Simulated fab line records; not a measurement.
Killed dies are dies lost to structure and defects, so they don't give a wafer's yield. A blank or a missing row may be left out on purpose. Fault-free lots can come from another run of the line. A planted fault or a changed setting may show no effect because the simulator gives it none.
Chamber matching -- flow n5-finfet -- rie-diel-03 running N5_BEOL_M1_ETCH_63: 4 sister chambers
The step etches SiARC in CF4, target depth 15.6 nm, time 26 s. 14 wafers are shown with their chamber, then 7 later ones without.

== WAFERS PAIRED WITH THEIR CHAMBERS ==
wafer,chamber,drypump-motor-current-A (A),showerhead-plenum-p-Torr (Torr),rf-vpp-V (V)
L074.4,2,6.6,2.21,186.7
L074.5,2,6.6,2.21,186.3
L074.6,3,5.4,2.12,183.2
L075.2,0,5.6,2.11,182.9
L075.3,1,4.9,2.26,183.9
L075.4,3,5.4,2.11,183.8
L076.1,2,6.6,2.21,186.0
L076.3,1,4.9,2.26,186.1
L076.4,3,5.5,2.11,184.3
L083.1,1,4.9,2.25,185.5
L083.2,0,5.7,2.11,183.4
L083.5,0,5.6,2.11,182.9
L084.1,0,5.6,2.11,183.0
L084.2,3,5.4,2.11,183.0

SIGNATURES (means of the wafers above)
reading,chamber 0,chamber 1,chamber 2,chamber 3,scatter within a chamber
drypump-motor-current-A,5.625,4.900,6.600,5.425,0.0387
showerhead-plenum-p-Torr,2.1100,2.2567,2.2100,2.1125,0.00376
rf-vpp-V,183.050,185.167,186.333,183.575,0.636
Rule: distance of a wafer from a chamber = root of the sum over the readings of ((wafer's reading minus chamber's mean) / reading's scatter) squared. The wafer belongs to the nearest chamber; if the next one is less than 2 further off, it can't be placed. The scatter: the root of (the sum of the squares of (reading less its chamber's mean) over the shown wafers, divided by (wafers less chambers)).

== WAFERS WITHOUT THEIR CHAMBER ==
wafer,drypump-motor-current-A (A),showerhead-plenum-p-Torr (Torr),rf-vpp-V (V)
L084.4,6.6,2.21,184.8
L085.2,6.6,2.20,183.9
L085.5,5.4,2.11,184.5
L085.6,4.9,2.25,186.3
L088.3,5.4,2.11,183.9
L088.5,4.9,2.25,186.0
L088.6,6.6,2.20,185.2

== WHICH CHAMBER EACH ONE RAN IN ==
wafer,from the rows above,in truth
L084.4,2,2
L085.2,2,2
L085.5,3,3
L085.6,1,1
L088.3,3,3
L088.5,1,1
L088.6,2,2
Correctly placed: 7 of 7. Number that these rows cannot place: 0. Wrongly placed: 0.
